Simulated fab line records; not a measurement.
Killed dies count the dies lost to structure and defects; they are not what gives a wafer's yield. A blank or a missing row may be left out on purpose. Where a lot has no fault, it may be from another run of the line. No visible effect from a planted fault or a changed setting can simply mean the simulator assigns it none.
8D (eight disciplines) problem report, filled in by code | flow nand-harc | the parts of the form that need people (team, actions taken, sign-off) are left out

== 1. WHAT IS WRONG ==
Wafers without a fault read 1003 nm, standard deviation 10; thk-nm at NHARC_A_ONON_D1_THK_MEAS_02 reads a mean of 1097 nm on 6 wafers belonging to 2 lots. That puts it +9.4 standard deviations away from the usual mean.
The step: measures by ellipsometry.
The first sign was on wafer L433.1 at day 11 14:58, on film-metro-01. The record holds 39 wafers of 13 lots with a number at this step. Rule for "out" (also "out of limits"): further than 4 standard deviations from the usual mean. The rest of the wafers with a number are treated as sound.

== 2. WHAT IT IS, AND WHAT IT ISN'T ==
question                    | is                           | is not
which readings at this step | thk-nm                       | -
which lots                  | L433, L435                   | L424, L425, L426, L427, L431, L432, L440, L441, L443, L444, L446
which wafers of those lots  | all that have a number       | -
read on which gauges        | film-metro-01, film-metro-02 | -
when                        | from day 11 14:58            | up to then (18 sound wafers); but 15 sound wafers of L440, L441, L443, L444, L446 came after

== 3. WHAT RULES OUT EACH SUSPECT ==
Counting: any tool at a process step up to the reading is kept as a suspect provided that every lot that is out went through it and no sound lot did after the first of them.
- the gauge at NHARC_A_ONON_D1_THK_MEAS_02 is ruled out. 2 gauges (film-metro-01, film-metro-02) read the wafers that are out.
- pecvd-onon-02 at NHARC_A_ONON_D1_DEP_00 (target thk 1000 nm): ruled out as a lasting fault. Following L433 (day 11 14:28), the first lot on it that is out, the sound lots L440, L441, L443, L444, L446 were run on it.
Left after counting: nothing in the record.

== 4. THE CAUSE (what the simulator had put in) ==
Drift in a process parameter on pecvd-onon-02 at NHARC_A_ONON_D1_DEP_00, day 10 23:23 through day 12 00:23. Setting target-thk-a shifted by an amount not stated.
The count ruled it out by mistake, since the rule takes a fault to strike every lot its tool runs from the start of the fault on, and this one did not do so.

== 5. THE EFFECT CHAIN, in route order ==
Each row: a reading whose mean over the struck wafers that have a number lies more than 3 standard deviations from the usual. Only readings for which the record gives a usual standard deviation are gone through. hours: the time from each lot's start at the first step in this table that gives one to its start at this step, as a median over the lots. sigmas: the change in usual standard deviations.
hours | step                        | reading | usual   | on struck wafers | change | sigmas
0     | NHARC_A_ONON_D1_THK_MEAS_02 | thk-nm  | 1003 nm | 1097             | +94    | +9.4
Later measuring or inspecting steps at which every struck wafer that the step has a row for has a number for every such reading, and none has moved that far: NHARC_A_ONON_D1_THK_MEAS_05, NHARC_END_SORT_01.

== 6. HOW IT WOULD HAVE BEEN CAUGHT EARLIER ==
Counted from the fault's start at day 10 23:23, it took 16 hours until the first out-of-limits reading at a measuring or inspecting step in this record, taken at day 11 14:58.
